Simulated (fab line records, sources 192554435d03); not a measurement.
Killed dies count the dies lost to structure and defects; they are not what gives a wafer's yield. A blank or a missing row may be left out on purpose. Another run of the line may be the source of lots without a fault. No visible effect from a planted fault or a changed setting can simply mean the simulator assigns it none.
Lot-split experiment / flow n5 finfet / 39 wafers read across 7 lots, on a route 1938 steps long

ON THE SPLIT
At N5_BEOL_M4_DESCUM_33 (chemistry O2, time 7 s), the setting time s was moved away from the recipe's 7 s on 18 of the 39 wafers read, by -50.3% to +37.8%. All remaining wafers had this setting at the recipe value.

BETWEEN THE SPLIT AND THE READING: the file shows 1 step in between
- N5_BEOL_M4_ETCH_77: etches underlayer in N2/H2, target depth 6.5 nm, time 5.2 s

THE READING
CAR-EUV_of_BEOL_M4_COAT_22.thk nm (the simulator's own value, which no gauge read), in nm, at N5_BEOL_M4_ETCH_69 (etches SiARC in CF4, target depth 15.6 nm, time 26 s). The file does not state a usual value for it. Here, 21 wafers ran the recipe; their average is 11.1 nm with a standard deviation of 0.09 nm.

wafer=L076.1; tool, chamber at the split=rie diel-03, 3; time s as run, s=7; against the recipe=recipe; CAR-EUV_of_BEOL_M4_COAT_22.thk nm, nm=11; against lot-mates on the recipe=-
wafer=L076.2; tool, chamber at the split=rie diel-03, 2; time s as run, s=5.069; against the recipe=-27.6%; CAR-EUV_of_BEOL_M4_COAT_22.thk nm, nm=12.2; against lot-mates on the recipe=+1.1
wafer=L076.5; tool, chamber at the split=rie diel-03, 2,3; time s as run, s=5.069; against the recipe=-27.6%; CAR-EUV_of_BEOL_M4_COAT_22.thk nm, nm=12.2; against lot-mates on the recipe=+1.1
wafer=L076.6; tool, chamber at the split=rie diel-03, 2,3; time s as run, s=5.069; against the recipe=-27.6%; CAR-EUV_of_BEOL_M4_COAT_22.thk nm, nm=12.2; against lot-mates on the recipe=+1.1
wafer=L076.3; tool, chamber at the split=rie diel-03, 0,1; time s as run, s=7; against the recipe=recipe; CAR-EUV_of_BEOL_M4_COAT_22.thk nm, nm=11.2; against lot-mates on the recipe=-
wafer=L076.4; tool, chamber at the split=rie diel-03, 0,1; time s as run, s=7; against the recipe=recipe; CAR-EUV_of_BEOL_M4_COAT_22.thk nm, nm=11.2; against lot-mates on the recipe=-
wafer=L075.2; tool, chamber at the split=rie diel-06, 2,1; time s as run, s=7; against the recipe=recipe; CAR-EUV_of_BEOL_M4_COAT_22.thk nm, nm=11.2; against lot-mates on the recipe=-
wafer=L075.4; tool, chamber at the split=rie diel-06, 2,1; time s as run, s=7; against the recipe=recipe; CAR-EUV_of_BEOL_M4_COAT_22.thk nm, nm=11.2; against lot-mates on the recipe=-
wafer=L075.3; tool, chamber at the split=rie diel-06, 3; time s as run, s=7; against the recipe=recipe; CAR-EUV_of_BEOL_M4_COAT_22.thk nm, nm=11; against lot-mates on the recipe=-
wafer=L082.1; tool, chamber at the split=rie diel-01, 1,0; time s as run, s=7; against the recipe=recipe; CAR-EUV_of_BEOL_M4_COAT_22.thk nm, nm=11; against lot-mates on the recipe=-
wafer=L082.2; tool, chamber at the split=rie diel-01, 1,0; time s as run, s=7; against the recipe=recipe; CAR-EUV_of_BEOL_M4_COAT_22.thk nm, nm=11; against lot-mates on the recipe=-
wafer=L082.3; tool, chamber at the split=rie diel-01, 2,3,1; time s as run, s=3.48; against the recipe=-50.3%; CAR-EUV_of_BEOL_M4_COAT_22.thk nm, nm=13; against lot-mates on the recipe=+1.9
wafer=L082.4; tool, chamber at the split=rie diel-01, 2,3,1; time s as run, s=3.48; against the recipe=-50.3%; CAR-EUV_of_BEOL_M4_COAT_22.thk nm, nm=12.8; against lot-mates on the recipe=+1.7
wafer=L082.5; tool, chamber at the split=rie diel-01, 2,3,1; time s as run, s=3.48; against the recipe=-50.3%; CAR-EUV_of_BEOL_M4_COAT_22.thk nm, nm=12.8; against lot-mates on the recipe=+1.7
wafer=L082.6; tool, chamber at the split=rie diel-01, 0; time s as run, s=7; against the recipe=recipe; CAR-EUV_of_BEOL_M4_COAT_22.thk nm, nm=11.2; against lot-mates on the recipe=-
wafer=L086.1; tool, chamber at the split=rie diel-01, 3,2,0; time s as run, s=5.616; against the recipe=-19.8%; CAR-EUV_of_BEOL_M4_COAT_22.thk nm, nm=11.8; against lot-mates on the recipe=+0.6
wafer=L086.2; tool, chamber at the split=rie diel-01, 3,2,0; time s as run, s=5.616; against the recipe=-19.8%; CAR-EUV_of_BEOL_M4_COAT_22.thk nm, nm=12; against lot-mates on the recipe=+0.8
wafer=L086.3; tool, chamber at the split=rie diel-01, 3,2,0; time s as run, s=5.616; against the recipe=-19.8%; CAR-EUV_of_BEOL_M4_COAT_22.thk nm, nm=12; against lot-mates on the recipe=+0.8
wafer=L086.4; tool, chamber at the split=rie diel-01, 3,0; time s as run, s=7; against the recipe=recipe; CAR-EUV_of_BEOL_M4_COAT_22.thk nm, nm=11.2; against lot-mates on the recipe=-
wafer=L086.5; tool, chamber at the split=rie diel-01, 2; time s as run, s=7; against the recipe=recipe; CAR-EUV_of_BEOL_M4_COAT_22.thk nm, nm=11.2; against lot-mates on the recipe=-
wafer=L086.6; tool, chamber at the split=rie diel-01, 3,0; time s as run, s=7; against the recipe=recipe; CAR-EUV_of_BEOL_M4_COAT_22.thk nm, nm=11.2; against lot-mates on the recipe=-
wafer=L092.1; tool, chamber at the split=rie diel-06, 3,2,0; time s as run, s=9.355; against the recipe=+33.6%; CAR-EUV_of_BEOL_M4_COAT_22.thk nm, nm=10; against lot-mates on the recipe=-1.2
wafer=L092.4; tool, chamber at the split=rie diel-06, 3,2,0; time s as run, s=9.355; against the recipe=+33.6%; CAR-EUV_of_BEOL_M4_COAT_22.thk nm, nm=10; against lot-mates on the recipe=-1.2
wafer=L092.6; tool, chamber at the split=rie diel-06, 3,2,0; time s as run, s=9.355; against the recipe=+33.6%; CAR-EUV_of_BEOL_M4_COAT_22.thk nm, nm=10; against lot-mates on the recipe=-1.2
wafer=L092.2; tool, chamber at the split=rie diel-06, 2,0,3; time s as run, s=7; against the recipe=recipe; CAR-EUV_of_BEOL_M4_COAT_22.thk nm, nm=11.2; against lot-mates on the recipe=-
wafer=L092.3; tool, chamber at the split=rie diel-06, 2,0,3; time s as run, s=7; against the recipe=recipe; CAR-EUV_of_BEOL_M4_COAT_22.thk nm, nm=11.2; against lot-mates on the recipe=-
wafer=L092.5; tool, chamber at the split=rie diel-06, 2,0,3; time s as run, s=7; against the recipe=recipe; CAR-EUV_of_BEOL_M4_COAT_22.thk nm, nm=11.2; against lot-mates on the recipe=-
wafer=L093.1; tool, chamber at the split=rie diel-01, 2,3,0; time s as run, s=7; against the recipe=recipe; CAR-EUV_of_BEOL_M4_COAT_22.thk nm, nm=11.2; against lot-mates on the recipe=-
wafer=L093.3; tool, chamber at the split=rie diel-01, 2,3,0; time s as run, s=7; against the recipe=recipe; CAR-EUV_of_BEOL_M4_COAT_22.thk nm, nm=11.2; against lot-mates on the recipe=-
wafer=L093.4; tool, chamber at the split=rie diel-01, 2,3,0; time s as run, s=7; against the recipe=recipe; CAR-EUV_of_BEOL_M4_COAT_22.thk nm, nm=11.2; against lot-mates on the recipe=-
wafer=L093.2; tool, chamber at the split=rie diel-01, 1; time s as run, s=9.644; against the recipe=+37.8%; CAR-EUV_of_BEOL_M4_COAT_22.thk nm, nm=9.8; against lot-mates on the recipe=-1.4
wafer=L093.6; tool, chamber at the split=rie diel-01, 3,0; time s as run, s=9.644; against the recipe=+37.8%; CAR-EUV_of_BEOL_M4_COAT_22.thk nm, nm=9.8; against lot-mates on the recipe=-1.4
wafer=L093.5; tool, chamber at the split=rie diel-01, 3,0; time s as run, s=9.644; against the recipe=+37.8%; CAR-EUV_of_BEOL_M4_COAT_22.thk nm, nm=10; against lot-mates on the recipe=-1.2
wafer=L097.1; tool, chamber at the split=rie diel-06, 3,2,0; time s as run, s=9.2; against the recipe=+31.4%; CAR-EUV_of_BEOL_M4_COAT_22.thk nm, nm=10; against lot-mates on the recipe=-1.1
wafer=L097.3; tool, chamber at the split=rie diel-06, 3,2,0; time s as run, s=9.2; against the recipe=+31.4%; CAR-EUV_of_BEOL_M4_COAT_22.thk nm, nm=10; against lot-mates on the recipe=-1.1
wafer=L097.2; tool, chamber at the split=rie diel-06, 3,2,0; time s as run, s=9.2; against the recipe=+31.4%; CAR-EUV_of_BEOL_M4_COAT_22.thk nm, nm=9.8; against lot-mates on the recipe=-1.3
wafer=L097.4; tool, chamber at the split=rie diel-06, 1,2,3; time s as run, s=7; against the recipe=recipe; CAR-EUV_of_BEOL_M4_COAT_22.thk nm, nm=11; against lot-mates on the recipe=-
wafer=L097.5; tool, chamber at the split=rie diel-06, 1,2,3; time s as run, s=7; against the recipe=recipe; CAR-EUV_of_BEOL_M4_COAT_22.thk nm, nm=11; against lot-mates on the recipe=-
wafer=L097.6; tool, chamber at the split=rie diel-06, 1,2,3; time s as run, s=7; against the recipe=recipe; CAR-EUV_of_BEOL_M4_COAT_22.thk nm, nm=11.2; against lot-mates on the recipe=-
When a row names more than one chamber, that row covers several wafers, and the file does not tell which wafer ran in which chamber.

FIT RESULTS
A straight line over all 39 wafers: CAR-EUV_of_BEOL_M4_COAT_22.thk nm changes by -0.0355 nm for each +1% of time s; r = -0.99; the points scatter about the line by 0.1 nm.
The same after taking each lot's own level away (the mean of its wafers on the recipe; 39 wafers): -0.0361 nm for each +1%; r = -1.00; scatter 0.079 nm.
According to that fit, moving time s by its largest amount changes the reading by 1.8 nm.
From 11.07 to 11.20 nm: that is the span of the lots' own levels, equal to 1.5 times the standard deviation above.
Hence the lot-to-lot level has little effect on the slope; both slopes agree.
Check: with one of the wafers moved furthest among these (-50.3%) left out of the fit, the line predicts +1.81 nm for it against its lot-mates. Against them it came out at +1.93 nm.

THE WHOLE CHAIN: every reading that the file lists as answering this split, in the file's order
step=N5_BEOL_M4_DESCUM_33; what it does=chemistry O2, time 7 s; reading=CAR-EUV_of_BEOL_M4_COAT_22.thk nm (the simulator's own value, which no gauge read); change (the file's fit)=-0.0344 nm for each +1% of the setting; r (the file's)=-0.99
step=N5_BEOL_M4_ETCH_77; what it does=etches underlayer in N2/H2, target depth 6.5 nm, time 5.2 s; reading=CAR-EUV_of_BEOL_M4_COAT_22.thk nm (the simulator's own value, which no gauge read); change (the file's fit)=-0.0355 nm for each +1% of the setting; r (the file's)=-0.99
step=N5_BEOL_M4_ETCH_69; what it does=etches SiARC in CF4, target depth 15.6 nm, time 26 s; reading=CAR-EUV_of_BEOL_M4_COAT_22.thk nm (the simulator's own value, which no gauge read); change (the file's fit)=-0.0361 nm for each +1% of the setting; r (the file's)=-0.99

FILE'S OWN FIT
CAR-EUV_of_BEOL_M4_COAT_22.thk nm changes by -0.0361 nm for each +1% of time s, r = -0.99.
